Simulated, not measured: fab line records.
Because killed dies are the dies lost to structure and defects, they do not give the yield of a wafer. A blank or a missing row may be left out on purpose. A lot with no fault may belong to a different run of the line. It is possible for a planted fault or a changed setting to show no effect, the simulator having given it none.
Problem report in the 8D (eight disciplines) form, filled by code    flow n5-finfet    the parts of the form that need people (team, actions taken, sign-off) are left out

## 1. WHAT IS WRONG
Wafers without a fault read 2888.0 rpm, standard deviation 2; spin-speed-rpm at N5_BEOL_M12_COAT_22 reads a mean of 3035.9 rpm on 6 wafers belonging to 2 lots. Relative to the usual mean, that is a shift of +74 standard deviations.
The step: resist thk 300 nm.
First seen on wafer L586.1, day 13 16:17, on litho-track-04. At this step, 33 wafers from 11 lots have a number in the record. Rule for "out" (also "out of limits"): further than 4 standard deviations from the usual mean. The rest of the wafers with a number are treated as sound.

## 2. WHAT IT IS, WHAT IT ISN'T
question                     is                      is not
which readings at this step  spin-speed-rpm          -
which lots                   L586, L588              L577, L579, L580, L582, L584, L587, L589, L596, L597
which wafers of those lots   all that have a number  -
read on which tools          litho-track-04          litho-track-02, litho-track-05
when                         from day 13 16:17       up to then (15 sound wafers); but 12 sound wafers of L587, L589, L596, L597 came after

## 3. WHAT RULES OUT EACH SUSPECT
Counting: a tool at a process step up to the reading stays a suspect if it ran every lot that is out and no sound lot after the first of them.
- litho-track-04 at N5_BEOL_M12_COAT_22 (resist thk 300 nm): kept. Every lot that is out went through it, starting with L586 (day 13 16:17), and after that it ran no sound lot; the last sound lot it ran before then is L584 (day 12 22:23). On those wafers its own readings are out: spin-speed-rpm.
Remaining after the count: litho-track-04 at N5_BEOL_M12_COAT_22.

## 4. THE CAUSE (what the simulator had put in)
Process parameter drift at N5_BEOL_M12_COAT_22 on litho-track-04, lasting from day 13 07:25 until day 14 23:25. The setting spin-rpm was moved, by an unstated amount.
Only this tool survived the counting.

## 5. SEQUENCE OF EFFECTS, ordered by route
Rows list readings where the struck wafers' mean (over those with a number) sits beyond 3 standard deviations from the usual. Readings are gone through only where the record gives a usual standard deviation; hours: the median, over the lots, of the time from a lot's start at the first step in this table giving one to that lot's start at this step; sigmas: the change measured in usual standard deviations.
hours  step                 reading         usual       on struck wafers  change  sigmas
0      N5_BEOL_M12_COAT_22  spin-speed-rpm  2888.0 rpm  3035.9            +147.9  +74
Process steps it contains:
- N5_BEOL_M12_COAT_22: resist thk 300 nm.
Later measuring or inspecting steps at which every struck wafer that the step has a row for has a number for every such reading, and none has moved that far: N5_BEOL_M12_OVL_MEAS_29.

## 6. HOW IT WOULD HAVE BEEN CAUGHT EARLIER
First out-of-limits reading in this record: day 13 16:17, which is 9 hours after fault onset at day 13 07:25.
